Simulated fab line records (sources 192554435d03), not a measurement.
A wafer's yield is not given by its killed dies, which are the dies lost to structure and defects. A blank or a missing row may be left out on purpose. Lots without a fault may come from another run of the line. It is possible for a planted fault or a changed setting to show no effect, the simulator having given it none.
What tool caused it?	flow n5Finfet	Sampling: 10 lots, 30 wafers, 5 of 1938 route steps

== WHAT THE GAUGES SHOWED, per wafer ==
N5_BEOL_M4_RC_MEAS_101. Usual: DIBL_N 35.4 mV/V, standard deviation 2.1; DIBL_P 34.8 mV/V, standard deviation 2.6; IOFF_N 0.15 nA/um, standard deviation 0.037; IOFF_P 0.19 nA/um, standard deviation 0.037; ION_N 677 uA/um, standard deviation 16; ION_P 462 uA/um, standard deviation 9.3; SS_N 71.4 mV/dec, standard deviation 0.75; SS_P 72.9 mV/dec, standard deviation 0.77; VT_N 250 mV, standard deviation 3.7; VT_P -251 mV, standard deviation 3.5.
lot	measured	on	DIBL_N (mV/V)	DIBL_P (mV/V)	IOFF_N (nA/um)	IOFF_P (nA/um)	ION_N (uA/um)	ION_P (uA/um)	SS_N (mV/dec)	SS_P (mV/dec)	VT_N (mV)	VT_P (mV)	flag
L524	day 8 15:29	prober-01	35.6 39.3 37.9	34.3 38.9 37.1	0.13 0.22 0.19	0.14 0.20 0.18	654 684 686	441 455 455	71.5 73.0 72.5	72.4 73.8 73.3	255 247 249	-257 -256 -254	
L526	day 9 05:58	prober-01	35.3 36.9 31.4	35.4 36.0 29.3	0.15 0.16 0.09	0.19 0.18 0.12	690 677 657	464 453 449	71.8 71.4 70.0	73.3 72.7 71.3	245 250 256	-253 -255 -259	
L527	day 9 06:27	prober-02	34.7 31.1 35.3	35.4 31.0 35.7	0.15 0.09 0.14	0.18 0.13 0.19	697 665 679	463 461 464	70.7 70.3 71.1	72.6 71.1 72.5	249 256 249	-256 -256 -252	
L528	day 9 08:56	prober-02	39.0 32.9 37.2	37.7 31.1 35.9	0.24 0.12 0.20	0.23 0.15 0.21	679 672 688	456 463 465	72.0 70.8 72.7	74.2 72.4 73.9	245 255 245	-248 -252 -248	
L529	day 9 12:27	prober-02	35.6 33.2 32.8	35.9 32.4 32.0	0.15 0.11 0.11	0.20 0.14 0.15	677 669 647	461 459 454	71.1 70.3 71.4	73.5 71.7 72.9	253 255 253	-249 -254 -253	
L532	day 10 10:04	prober-01	35.4 33.4 37.0	34.8 32.0 37.2	0.16 0.12 0.20	0.21 0.17 0.26	662 666 682	463 464 465	71.6 71.6 73.0	72.6 72.0 73.6	246 251 245	-248 -251 -245	
L534	day 10 15:20	prober-01	36.0 36.2 37.3	34.6 34.6 35.1	0.13 0.15 0.15	0.21 0.20 0.19	649 677 661	450 466 450	71.0 71.3 71.3	73.0 73.2 72.4	250 246 249	-251 -252 -251	
L544	day 13 15:20	prober-01	35.9 39.2 35.8	34.1 39.1 33.8	0.13 0.20 0.13	0.15 0.22 0.14	656 709 668	449 469 445	71.6 72.2 71.5	72.8 74.6 73.2	255 245 254	-254 -253 -261	
L545	day 13 15:49	prober-01	40.6 38.2 36.6	40.7 37.9 36.7	0.28 0.23 0.18	0.31 0.25 0.22	709 708 702	480 479 478	73.2 72.2 72.0	74.6 73.6 73.9	241 244 246	-246 -245 -247	
L547	day 14 14:02	prober-02	38.0 36.1 36.0	40.0 37.1 36.9	0.22 0.18 0.17	0.26 0.23 0.21	710 701 689	477 476 467	72.6 71.7 71.4	73.7 73.3 73.6	242 247 246	-247 -250 -250	

== WHAT TOOL EACH LOT RAN ON (gives the tool, then ch and the chambers of the sampled wafers, and finally the start) ==
lot	N5_BEOL_M2_ANNEAL_87	N5_BEOL_M2_ANNEAL_93	N5_BEOL_M2_SPUTTER_94	N5_BEOL_M3_PECVD_72
L524	pvdSputter-02, day 7 16:33	pvdSputter-02, day 7 17:13	pvdSputter-02, day 7 17:21	pecvd-04 ch 0,2, day 7 18:47
L526	pvdSputter-03, day 7 17:16	pvdSputter-03, day 7 17:55	pvdSputter-03, day 7 18:04	pecvd-01 ch 0,1, day 7 19:30
L527	pvdSputter-02, day 7 20:20	pvdSputter-02, day 7 21:00	pvdSputter-02, day 7 21:08	pecvd-01 ch 0,1, day 7 22:35
L528	pvdSputter-02, day 8 00:34	pvdSputter-02, day 8 01:13	pvdSputter-02, day 8 01:22	pecvd-02 ch 0,1, day 8 02:48
L529	pvdSputter-02, day 8 02:53	pvdSputter-02, day 8 03:32	pvdSputter-02, day 8 03:41	pecvd-02 ch 1,2, day 8 05:07
L532	pvdSputter-02, day 9 06:55	pvdSputter-02, day 9 07:35	pvdSputter-02, day 9 07:43	pecvd-02 ch 1,2, day 9 09:10
L534	pvdSputter-01, day 9 10:06	pvdSputter-01, day 9 10:46	pvdSputter-01, day 9 10:54	pecvd-01 ch 0,1, day 9 12:23
L544	pvdSputter-01, day 12 07:15	pvdSputter-01, day 12 07:55	pvdSputter-01, day 12 08:03	pecvd-02 ch 0,1,2, day 12 09:31
L545	pvdSputter-03, day 12 08:44	pvdSputter-03, day 12 09:23	pvdSputter-03, day 12 09:32	pecvd-01 ch 1,2, day 12 11:07
L547	pvdSputter-01, day 12 17:26	pvdSputter-01, day 12 18:06	pvdSputter-01, day 12 18:14	pecvd-04 ch 0,2, day 12 19:49
- N5_BEOL_M2_ANNEAL_87: time 240 s.
- N5_BEOL_M2_ANNEAL_93: time 240 s.
- N5_BEOL_M2_SPUTTER_94: material Cu, target thk 4.5 nm, time 8.29 s.
- N5_BEOL_M3_PECVD_72: deposits SiO2 from TEOS/O2, target thk 16 nm, time 18 s.

== AS READ BY THE TOOLS THEMSELVES (means over the sampled wafers that have a number; for cases with no such wafer, the mark the record gives instead) ==
N5_BEOL_M2_ANNEAL_87. Usual: 841 W for heaterPowerW, sd 54.
lot	tool	heaterPowerW (W)	flag
L524	pvdSputter-02	833	
L526	pvdSputter-03	823	
L527	pvdSputter-02	866	
L528	pvdSputter-02	853	
L529	pvdSputter-02	873	
L532	pvdSputter-02	833	
L534	pvdSputter-01	833	
L544	pvdSputter-01	864	
L545	pvdSputter-03	859	
L547	pvdSputter-01	835	

N5_BEOL_M2_ANNEAL_93. Usual: 841 W for heaterPowerW, sd 53.
lot	tool	heaterPowerW (W)	flag
L524	pvdSputter-02	827	
L526	pvdSputter-03	816	
L527	pvdSputter-02	869	
L528	pvdSputter-02	844	
L529	pvdSputter-02	868	
L532	pvdSputter-02	844	
L534	pvdSputter-01	837	
L544	pvdSputter-01	884	
L545	pvdSputter-03	852	
L547	pvdSputter-01	833	

N5_BEOL_M2_SPUTTER_94. Usual: 30.5 % for throttleValvePct, sd 0.83.
lot	tool	throttleValvePct (%)	flag
L524	pvdSputter-02	30.6	
L526	pvdSputter-03	31.4	
L527	pvdSputter-02	30.2	
L528	pvdSputter-02	30.2	
L529	pvdSputter-02	30.3	
L532	pvdSputter-02	30.2	
L534	pvdSputter-01	31.0	
L544	pvdSputter-01	30.6	
L545	pvdSputter-03	30.5	
L547	pvdSputter-01	31.0	

N5_BEOL_M3_PECVD_72. Usual: heaterPowerW 715 W, standard deviation 89; showerheadPlenumPTorr 8.79 Torr, standard deviation 0.064; susceptorTempC 399.99 C, standard deviation 0.23; throttleValvePct 22.1 %, standard deviation 1.4.
lot	tool	heaterPowerW (W)	showerheadPlenumPTorr (Torr)	susceptorTempC (C)	throttleValvePct (%)	flag
L524	pecvd-04	709	8.73	400.01	20.9	
L526	pecvd-01	771	8.76	400.06	22.1	
L527	pecvd-01	818	8.75	399.89	22.2	
L528	pecvd-02	710	8.83	399.88	23.3	
L529	pecvd-02	642	8.85	400.04	22.8	
L532	pecvd-02	598	8.88	399.89	23.7	
L534	pecvd-01	781	8.76	399.89	22.1	
L544	pecvd-02	686	8.85	399.62	23.2	
L545	pecvd-01	655	8.74	395.83	21.2	OFF
L547	pecvd-04	688	8.73	400.10	21.0	

== THE ANSWER, worked out from the rows above alone ==
Rule: take the mean of a lot's wafers that have a number; if it is more than 3 standard deviations from the usual mean, the lot is off. Also off: a lot with no number at a reading for which 4 or more lots have one. The other lots that the step has rows for count as sound. After the gauges, taken in route order, come the tools' own readings; for these a lot's mean is taken, as printed above. The first step at which some lot is off is used, and at that step the reading that is off furthest; a lot without a number counts as furthest.
Off: L545 (N5_BEOL_M3_PECVD_72, susceptorTempC).
A tool fits if, at that step or a process step before it, it ran every lot that is off, and no sound lot after the first of them. 2 tools fit, pvdSputter-03 at N5_BEOL_M2_ANNEAL_87 and N5_BEOL_M2_ANNEAL_93 and N5_BEOL_M2_SPUTTER_94 and pecvd-01 at N5_BEOL_M3_PECVD_72, so this cannot tell which one it is.

== WHAT THE SIMULATOR HAD PUT IN ==
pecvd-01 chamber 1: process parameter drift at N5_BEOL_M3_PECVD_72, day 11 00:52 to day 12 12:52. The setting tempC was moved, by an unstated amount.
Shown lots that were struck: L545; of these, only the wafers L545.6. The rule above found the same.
